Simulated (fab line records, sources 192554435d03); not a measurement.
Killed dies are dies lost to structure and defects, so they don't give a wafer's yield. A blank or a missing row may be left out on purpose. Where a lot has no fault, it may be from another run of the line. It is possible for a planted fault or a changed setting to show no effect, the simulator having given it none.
fab line records    flow n5Finfet
[record] lots = 6  wafers = 18  lastDay = 17
route steps=1938 shown WELL_APT@29
lots with no fault: from the same line, run without faults
startH: hours from the record's opening day to when the first of the lot's shown wafers began    waitH: hours from the lot's prior step to this one    " unchanged from the row above    L1.1+2: a single row standing in for several wafers    - no value present, or no start provided    * or withheld: withheld    < > ~ a bound
route shown NAME@n: names a module that has steps shown in the file, with the first one's number in the route    usual: the fault-free wafers' mean and standard deviation    same: alike in all rows    chamber/n: place in a boat    sites: per-site readings    _std_site: standard deviation of those values    _edge_site: inner sites' mean taken away from outer sites' mean    radiusMm: how far each site lies from the wafer's centre    mask NAME#n: copy n    behind: the last tool/chamber to shape the wafer    hold: why the lot went on hold/how many hours it stayed there/how the hold came to an end    device: whichever transistor did not switch (one of n, p or np)    end of line: the same wafers' tests at the end of the route    where a step has no rows: the recipe by itself    killed: count of dies lost to structure and defects at first sort (not the wafer's yield)    map: a wafer's dies, x killed, . not, _ none there
set.NAME: the setting as run; set.NAME@STEP: as run at that earlier step    model.NAME: the simulator's own value behind a step, which no gauge read
lots seen at some steps along the route; tables by step, rows by wafer
services: from which hour (startH, from the record's first day; less than 0 if before it) a tool's chamber was out of use, for how many hours, and why
[[steps]]
[step N5_WELL_APT_OVL_MEAS_09]
[recipe] pointsPerWafer = 44
[usual] NWELL_OVL = 3/6.5
lot.wafer  tool        chamber  startH  waitH  NWELL_OVL[nm]
L905.1     overlay-01  0        13.72   0.0    -5
L905.2     "           0        "       "      -5
L905.4     "           0        "       "      2
L918.1     overlay-02  0        91.61   0.0    11
L918.2     "           0        "       "      2
L918.6     "           0        "       "      5
L919.2     overlay-02  0        97.73   0.0    4
L919.4     "           0        "       "      15
L919.6     "           0        "       "      21
L920.2     overlay-01  0        103.88  0.0    3
L920.3     "           0        "       "      -4
L920.4     "           0        "       "      -1
L922.3     overlay-02  0        116.03  0.0    9
L922.4     "           0        "       "      10
L922.5     "           0        "       "      9
L928.2     overlay-01  0        151.60  0.0    -2
L928.4     "           0        "       "      -2
L928.6     "           0        "       "      -12
[step N5_WELL_APT_INSPECT_10]
[recipe] mode = adi  inspectInstrument = macro
[usual] rawDefectCount = 2.2/1.6
lot.wafer  tool              chamber  startH  waitH  rawDefectCount
L905.1     defectInspect-02  -        13.75   0.0    0
L905.2     "                 -        "       "      1
L905.4     "                 -        "       "      1
L918.1     defectInspect-01  -        91.63   0.0    4
L918.2     "                 -        "       "      3
L918.6     "                 -        "       "      1
L919.2     defectInspect-02  -        97.75   0.0    4
L919.4     "                 -        "       "      4
L919.6     "                 -        "       "      4
L920.2     defectInspect-01  -        103.90  0.0    3
L920.3     "                 -        "       "      5
L920.4     "                 -        "       "      2
L922.3     defectInspect-01  -        116.06  0.0    4
L922.4     "                 -        "       "      1
L922.5     "                 -        "       "      1
L928.2     defectInspect-02  -        151.63  0.0    0
L928.4     "                 -        "       "      0
L928.6     "                 -        "       "      0
[step N5_WELL_APT_DESCUM_13]
[recipe] chemistry = O2  timeS = 7.9  sourcePowerW = 50  biasPowerW = 20  pressureMtorr = 20  rfFrequencyHz = 2.712e+07  tempC = 40  o2FlowSccm = 225
[usual] drypumpMotorCurrentA = 5.8/0.49  oesProductAu = 0.80/0.071  rfVppV = 243.9/1.2  showerheadPlenumPTorr = 2.14/0.05  throttleValvePct = 20.50/0.26
lot.wafer  tool        chamber  startH  waitH  drypumpMotorCurrentA  oesProductAu  rfHoursCounterH  rfVppV  showerheadPlenumPTorr  throttleValvePct
L905.1     rieDiel-06  0        14.21   0.5    6.4                   0.75          143              242.7   2.10                   20.79
L905.2     "           3        "       "      5.7                   0.90          33               244.7   2.14                   20.53
L905.4     "           2        "       "      5.5                   0.85          56               244.9   2.11                   20.15
L918.1     rieDiel-05  2        91.66   0.0    4.9                   0.77          155              245.8   2.18                   20.11
L918.2     "           0        "       "      5.5                   0.83          86               244.8   2.12                   20.68
L918.6     "           3        "       "      5.5                   0.86          -                247.5   2.24                   20.34
L919.2     rieDiel-02  3        97.79   0.0    5.9                   0.77          98               243.2   2.11                   20.71
L919.4     "           0        "       "      6.5                   0.90          32               246.6   2.21                   20.31
L919.6     "           1        "       "      6.3                   0.71          -                243.9   2.06                   20.16
L920.2     rieDiel-05  2        103.97  0.1    4.9                   0.76          159              244.4   2.18                   20.12
L920.3     "           1        "       "      6.2                   0.87          54               243.7   2.13                   20.57
L920.4     "           3        "       "      5.5                   0.85          63               245.6   2.24                   20.33
L922.3     rieDiel-06  3        116.09  0.0    5.7                   0.86          65               243.0   2.13                   20.59
L922.4     "           2        "       "      5.5                   0.81          91               242.8   2.10                   20.22
L922.5     "           1        "       "      5.7                   0.71          -                243.0   2.18                   20.59
L928.2     rieDiel-06  0        151.66  0.0    6.4                   0.71          189              242.8   2.09                   20.86
L928.4     "           3        "       "      5.7                   0.84          79               242.1   2.13                   20.61
L928.6     "           3        "       "      5.7                   0.84          -                244.0   2.13                   20.59
[step N5_WELL_APT_IMPLANT_14]
[recipe] species = P  energyKev = 160  doseCm2 = 1.5e+13  tiltDeg = 0  rotationDeg = 0
[step N5_WELL_APT_IMPLANT_15]
[recipe] species = As  energyKev = 25  doseCm2 = 1.5e+13  tiltDeg = 0  rotationDeg = 0
[step N5_WELL_APT_STRIP_16]
[recipe] chemistry = SPM  timeS = 900  tempC = 130  h2so4H2o2VolRatio = 4  dry = ipaMarangoni
[step N5_WELL_APT_HMDS_18]
[recipe] timeS = 60  tempC = 120
[step N5_WELL_APT_COAT_19]
[recipe] spinRpm = 1357  resistThkNm = 950
[step N5_WELL_APT_EBR_21]
[recipe] solvent = PGMEA  ebrWidthMm = 1.5
[step N5_WELL_APT_SOFTBAKE_20]
[recipe] tempC = 130  timeS = 60
[step N5_WELL_APT_EXPOSE_22]
[recipe] maskId = PWELL  na = 0.8  sourceShape = conventional  sigmaOuter = 0.8  polarization = unpolarized  defocusNm = 0  targetCdNm = 200  doseMj = 23.2
[step N5_WELL_APT_PEB_23]
[recipe] pebTempC = 130  pebTimeS = 90
[step N5_WELL_APT_DEVELOP_24]
[recipe] developTimeS = 45  rinseLiquid = surfactantRinse  dry = airSpin  devTempC = 21
[usual] chillPlateTempC = 23.00/0.11  developTimeS = 45/0
lot.wafer  tool           chamber  startH  waitH  chillPlateTempC  developTimeS  model.coat_of_WELL_APT_COAT_19.thkNm
L905.1     lithoTrack-02  0        15.28   -      23.08            45            939.9
L905.2     "              0        "       "      23.06            45            941.8
L905.4     "              0        "       "      22.91            45            936.9
L918.1     lithoTrack-02  -        92.71   -      -                -             950.8
L918.2     "              -        "       "      -                -             948.8
L918.6     "              -        "       "      -                -             950.8
L919.2     lithoTrack-03  -        98.84   -      -                -             946.1
L919.4     "              -        "       "      -                -             947
L919.6     "              -        "       "      -                -             945.2
L920.2     lithoTrack-05  0        105.03  -      22.85            45            935
L920.3     "              0        "       "      22.83            45            935
L920.4     "              0        "       "      22.98            45            934.1
L922.3     lithoTrack-03  0        117.14  -      23.00            45            929.6
L922.4     "              0        "       "      22.98            45            931.3
L922.5     "              0        "       "      23.13            45            928.9
L928.2     lithoTrack-02  0        152.71  -      22.94            45            933.5
L928.4     "              0        "       "      22.82            45            935.8
L928.6     "              0        "       "      22.77            45            935.3
[step N5_WELL_APT_HARDBAKE_29]
[recipe] tempC = 130  timeS = 120
[[services]]
tool           chamber  startH  hours  kind
rieDiel-05     0        8.74    9.8    repair
rieDiel-06     -        9.25    0.5    repair
rieDiel-02     -        41.23   0.6    repair
rieDiel-02     0        64.99   3.1    repair
lithoTrack-05  -        78.29   -      consumableReplace:filter
rieDiel-06     3        91.74   2.4    repair
lithoTrack-02  -        142.72  -      consumableReplace:filter
[[key]]
[firstSign] step = N5_WELL_APT_DEVELOP_24  reading = toolRecord  direction = missing
effect none on later readings
[modelEffect] step = N5_WELL_APT_DEVELOP_24  value = coat_of_WELL_APT_COAT_19.thkNm  without = 933.9  struck = 948.1
metAt N5_WELL_APT_DEVELOP_24
struckWafers L918.1,L918.2,L918.6,L919.2,L919.4,L919.6
laterRowsLeftOut L918.1,L918.2,L918.6,L919.2,L919.4,L919.6
sortLeftOut L918.1,L918.2,L918.6,L919.2,L919.4,L919.6
onsetBetween 15.28 92.71
[fault] kind = skippedStepWhole  tool = lithoTrack-02,lithoTrack-03  chamber = -  onsetH = 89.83  steps = N5_WELL_APT_DEVELOP_24  scope = struckLotsOnly
// sortLeftOut: the simulated sort isn't trusted on such a fault, so these wafers' sort isn't shown, and their yield isn't known
// laterRowsLeftOut: the simulator's readings of these wafers behind a module that went badly wrong aren't trusted and aren't shown, but for the sort
